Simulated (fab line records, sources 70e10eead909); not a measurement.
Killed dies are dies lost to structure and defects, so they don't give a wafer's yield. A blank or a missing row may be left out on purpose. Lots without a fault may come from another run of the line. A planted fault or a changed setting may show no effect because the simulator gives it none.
Which tool did it? | flow nand_harc | 13 lots, 39 wafers sampled, at 4 steps of a route of 1159

WHAT THE GAUGES READ, wafer by wafer
The record holds no reading of a measuring or inspecting step that can be judged against a usual standard deviation.

WHICH TOOL RAN EACH LOT (tool, then ch and the chambers of the sampled wafers, then the start)
lot  | NHARC_A_BONDPAD_DEP_00          | NHARC_A_BONDPAD_ETCH_12                       | NHARC_A_BONDPAD_ETCH_24            | NHARC_A_BONDPAD_PVD_17
L353 | pecvd-01 ch 0,1,2, day 17 16:30 | rie_diel-07 ch 0,1,3, day 17 18:22 or earlier | rie_diel-11 ch 0,2,3, day 17 18:22 | pvd_sputter-01, no start
L354 | pecvd-04 ch 0,1,2, day 18 01:19 | rie_diel-11 ch 0,2,3, day 18 03:34 or earlier | rie_diel-11 ch 0,2,3, day 18 03:34 | pvd_sputter-02, no start
L356 | pecvd-04 ch 1,2, day 18 06:12   | rie_diel-10 ch 0,1,3, day 18 08:04 or earlier | rie_diel-11 ch 0,1, day 18 08:04   | pvd_sputter-02, no start
L355 | pecvd-04 ch 0,1, day 18 06:57   | rie_diel-07 ch 0,2, day 18 08:58 or earlier   | rie_diel-10 ch 0,2,3, day 18 08:58 | pvd_sputter-03, no start
L358 | pecvd-01 ch 1,2, day 19 04:28   | rie_diel-07 ch 0,2,3, day 19 06:43 or earlier | rie_diel-07 ch 0,1,2, day 19 06:43 | pvd_sputter-01, no start
L357 | pecvd-01 ch 0,1, day 19 07:43   | rie_diel-07 ch 0,1,2, day 19 09:43 or earlier | rie_diel-07 ch 0,1,3, day 19 09:43 | pvd_sputter-02, no start
L359 | pecvd-04 ch 0,1, day 19 17:02   | rie_diel-10 ch 1,2,3, day 19 18:52 or earlier | rie_diel-07 ch 0,2, day 19 18:52   | pvd_sputter-03, no start
L362 | pecvd-03 ch 0,2, day 20 11:49   | rie_diel-07 ch 2,3, day 20 13:50 or earlier   | rie_diel-07 ch 0,3, day 20 13:50   | pvd_sputter-02, no start
L370 | pecvd-01 ch 0,1,2, day 22 05:59 | rie_diel-07 ch 2,3, day 22 08:01 or earlier   | rie_diel-10 ch 0,1,2, day 22 08:01 | pvd_sputter-02, no start
L373 | pecvd-04 ch 0,1,2, day 22 07:18 | rie_diel-10 ch 0,3, day 22 09:09 or earlier   | rie_diel-10 ch 0,3, day 22 09:09   | pvd_sputter-02, no start
L375 | pecvd-03 ch 0,1,2, day 23 02:55 | rie_diel-07 ch 1,2, day 23 04:47 or earlier   | rie_diel-07 ch 1,2,3, day 23 04:47 | pvd_sputter-01, no start
L376 | pecvd-04 ch 1,2, day 23 07:57   | rie_diel-07 ch 2,3, day 23 09:54 or earlier   | rie_diel-07 ch 2,3, day 23 09:54   | pvd_sputter-03, no start
L374 | pecvd-03 ch 1,2, day 23 15:56   | rie_diel-07 ch 0,3, day 23 17:52 or earlier   | rie_diel-07 ch 0,2, day 23 17:52   | pvd_sputter-01, no start
- NHARC_A_BONDPAD_DEP_00: deposits SiCN, target thk 250 nm.
- NHARC_A_BONDPAD_ETCH_12: etches the open film in CHF3/O2, target depth 220 nm, time 110 s.
- NHARC_A_BONDPAD_ETCH_24: etches the open film in CF4/N2, target depth 30 nm, time 72.99 s.
- NHARC_A_BONDPAD_PVD_17: deposits TaN, target thk 5 nm, time 8.06 s.

WHAT THE TOOLS THEMSELVES READ (means of the sampled wafers that have a number; where no wafer has one, the mark that the record gives instead)
NHARC_A_BONDPAD_DEP_00. Usual: heater_power_w 566 W, standard deviation 40; rf_fwd_power_W 448.9 W, standard deviation 1.5.
lot  | tool     | heater_power_w (W) | rf_fwd_power_W (W) | flag
L353 | pecvd-01 | 609                | 449.9              |
L354 | pecvd-04 | 542                | 448.9              |
L356 | pecvd-04 | 583                | 449.5              |
L355 | pecvd-04 | 541                | 448.1              |
L358 | pecvd-01 | 561                | 449.9              |
L357 | pecvd-01 | 581                | 448.4              |
L359 | pecvd-04 | 504                | 448.9              |
L362 | pecvd-03 | 552                | 448.0              |
L370 | pecvd-01 | 603                | 448.0              |
L373 | pecvd-04 | 571                | 450.5              |
L375 | pecvd-03 | 551                | 447.3              |
L376 | pecvd-04 | 571                | 450.0              |
L374 | pecvd-03 | 552                | 448.9              |

NHARC_A_BONDPAD_ETCH_12. Usual: drypump_motor_current_A 5.68 A, standard deviation 0.29; oes_product_au 0.944 a.u., standard deviation 0.025; rf_fwd_power_W 497.4 W, standard deviation 1.6; rf_vpp_V 370.9 V, standard deviation 2.2; showerhead_plenum_p_Torr 2.41 Torr, standard deviation 0.094; throttle_valve_pct 20.572 %, standard deviation 0.0091.
lot  | tool        | drypump_motor_current_A (A) | oes_product_au (a.u.) | rf_fwd_power_W (W) | rf_vpp_V (V) | showerhead_plenum_p_Torr (Torr) | throttle_valve_pct (%) | flag
L353 | rie_diel-07 | 5.61                        | 0.958                 | 496.0              | 370.4        | 2.40                            | 20.572                 |
L354 | rie_diel-11 | 6.08                        | 0.916                 | 496.2              | 369.6        | 2.36                            | 20.577                 |
L356 | rie_diel-10 | 5.41                        | 0.942                 | 497.9              | 368.1        | 2.31                            | 20.568                 |
L355 | rie_diel-07 | 5.95                        | 0.975                 | 497.8              | 372.6        | 2.52                            | 20.564                 |
L358 | rie_diel-07 | 5.76                        | 0.971                 | 498.0              | 372.2        | 2.45                            | 20.567                 |
L357 | rie_diel-07 | 5.79                        | 0.939                 | 496.3              | 372.8        | 2.47                            | 20.568                 |
L359 | rie_diel-10 | 5.52                        | 0.926                 | 497.2              | 368.8        | 2.37                            | 20.575                 |
L362 | rie_diel-07 | 5.60                        | 0.949                 | 497.4              | 370.1        | 2.40                            | 20.557                 |
L370 | rie_diel-07 | 5.62                        | 0.925                 | 497.8              | 370.3        | 2.40                            | 20.569                 |
L373 | rie_diel-10 | 5.40                        | 0.935                 | 498.5              | 369.7        | 2.34                            | 20.568                 |
L375 | rie_diel-07 | 5.68                        | 0.942                 | 497.2              | 371.0        | 2.44                            | 20.566                 |
L376 | rie_diel-07 | 5.62                        | 0.914                 | 497.0              | 371.3        | 2.40                            | 20.581                 |
L374 | rie_diel-07 | 5.72                        | 0.926                 | 495.7              | 371.3        | 2.42                            | 20.572                 |

NHARC_A_BONDPAD_ETCH_24. Usual: cf4_flow_sccm 49.98 sccm, standard deviation 0.15; drypump_motor_current_A 5.7 A, standard deviation 0.35; n2_flow_sccm 100.0 sccm, standard deviation 0.31; oes_product_au 0.994 a.u., standard deviation 0.015; rf_fwd_power_W 297.7 W, standard deviation 1.2; rf_vpp_V 314.3 V, standard deviation 2; showerhead_plenum_p_Torr 2.63 Torr, standard deviation 0.11; throttle_valve_pct 19.793 %, standard deviation 0.0098.
lot  | tool        | cf4_flow_sccm (sccm) | drypump_motor_current_A (A) | n2_flow_sccm (sccm) | oes_product_au (a.u.) | rf_fwd_power_W (W) | rf_vpp_V (V) | showerhead_plenum_p_Torr (Torr) | throttle_valve_pct (%) | flag
L353 | rie_diel-11 | 49.96                | 6.1                         | 100.0               | 0.998                 | 297.0              | 312.9        | 2.58                            | 19.802                 |
L354 | rie_diel-11 | 49.95                | 6.1                         | 99.9                | 0.987                 | 296.5              | 313.9        | 2.58                            | 19.795                 |
L356 | rie_diel-11 | 49.80                | 6.4                         | 99.9                | 0.987                 | 295.7              | 315.4        | 2.69                            | 19.792                 |
L355 | rie_diel-10 | 50.06                | 5.7                         | 99.8                | 1.003                 | 297.3              | 314.3        | 2.63                            | 19.802                 |
L358 | rie_diel-07 | 49.93                | 5.8                         | 99.9                | 1.000                 | 297.5              | 314.8        | 2.70                            | 19.793                 |
L357 | rie_diel-07 | 50.06                | 5.6                         | 100.1               | 0.988                 | 298.3              | 314.4        | 2.63                            | 19.791                 |
L359 | rie_diel-07 | 49.87                | 6.0                         | 99.7                | 0.930                 | 298.4              | 316.0        | 2.75                            | 19.799                 | OFF
L362 | rie_diel-07 | 50.01                | 5.7                         | 99.8                | 0.847                 | 297.4              | 314.3        | 2.65                            | 19.793                 | OFF
L370 | rie_diel-10 | 50.08                | 5.7                         | 100.0               | 1.000                 | 297.5              | 313.1        | 2.59                            | 19.789                 |
L373 | rie_diel-10 | 49.90                | 5.4                         | 100.1               | 1.010                 | 297.4              | 313.5        | 2.56                            | 19.789                 |
L375 | rie_diel-07 | 49.97                | 5.6                         | 99.7                | 0.985                 | 298.5              | 314.7        | 2.65                            | 19.798                 |
L376 | rie_diel-07 | 50.01                | 5.6                         | 99.7                | 0.995                 | 298.8              | 314.9        | 2.62                            | 19.785                 |
L374 | rie_diel-07 | 50.01                | 5.9                         | 99.8                | 0.998                 | 296.7              | 315.2        | 2.72                            | 19.796                 |

NHARC_A_BONDPAD_PVD_17. Usual: bias_v 168.3 V, standard deviation 1.7; chamber_pressure_pa 0.11995 Pa, standard deviation 0.00024; throttle_valve_pct 30.0 %, standard deviation 0.91.
lot  | tool           | bias_v (V) | chamber_pressure_pa (Pa) | throttle_valve_pct (%) | flag
L353 | pvd_sputter-01 | 168.6      | 0.12033                  | 29.3                   |
L354 | pvd_sputter-02 | 168.5      | 0.11990                  | 30.1                   |
L356 | pvd_sputter-02 | 167.7      | 0.11997                  | 30.1                   |
L355 | pvd_sputter-03 | 167.6      | 0.11980                  | 30.4                   |
L358 | pvd_sputter-01 | 167.5      | 0.12021                  | 29.9                   |
L357 | pvd_sputter-02 | 170.5      | 0.11994                  | 30.0                   |
L359 | pvd_sputter-03 | 168.0      | 0.11986                  | 31.2                   |
L362 | pvd_sputter-02 | 170.5      | 0.11982                  | 30.7                   |
L370 | pvd_sputter-02 | 165.8      | 0.12003                  | 29.8                   |
L373 | pvd_sputter-02 | 169.5      | 0.12010                  | 30.6                   |
L375 | pvd_sputter-01 | 168.7      | 0.12003                  | 29.7                   |
L376 | pvd_sputter-03 | 168.0      | 0.11988                  | 31.2                   |
L374 | pvd_sputter-01 | 167.2      | 0.12013                  | 29.4                   |

THE ANSWER, worked out from the rows above alone
Rule: a lot is off if the mean of its wafers that have a number lies more than 3 standard deviations from the usual mean. A lot without any number at a reading at which 4 lots or more have one is off too. The other lots that the step has rows for count as sound. The gauges are gone through in route order, then the tools' own readings, and for those a lot's mean is taken as printed above. The first step at which some lot is off is used, and at that step the reading that is off furthest; a lot without a number counts as furthest.
Off: L359, L362, at NHARC_A_BONDPAD_ETCH_24 (oes_product_au).
A tool fits if, at that step or a process step before it, it ran every lot that is off, and no sound lot after the first of them. NHARC_A_BONDPAD_ETCH_12 gives no start for some lots, so the hours and the order of its lots are those of NHARC_A_BONDPAD_ETCH_24. None of those tried fits.

WHAT THE SIMULATOR HAD PUT IN
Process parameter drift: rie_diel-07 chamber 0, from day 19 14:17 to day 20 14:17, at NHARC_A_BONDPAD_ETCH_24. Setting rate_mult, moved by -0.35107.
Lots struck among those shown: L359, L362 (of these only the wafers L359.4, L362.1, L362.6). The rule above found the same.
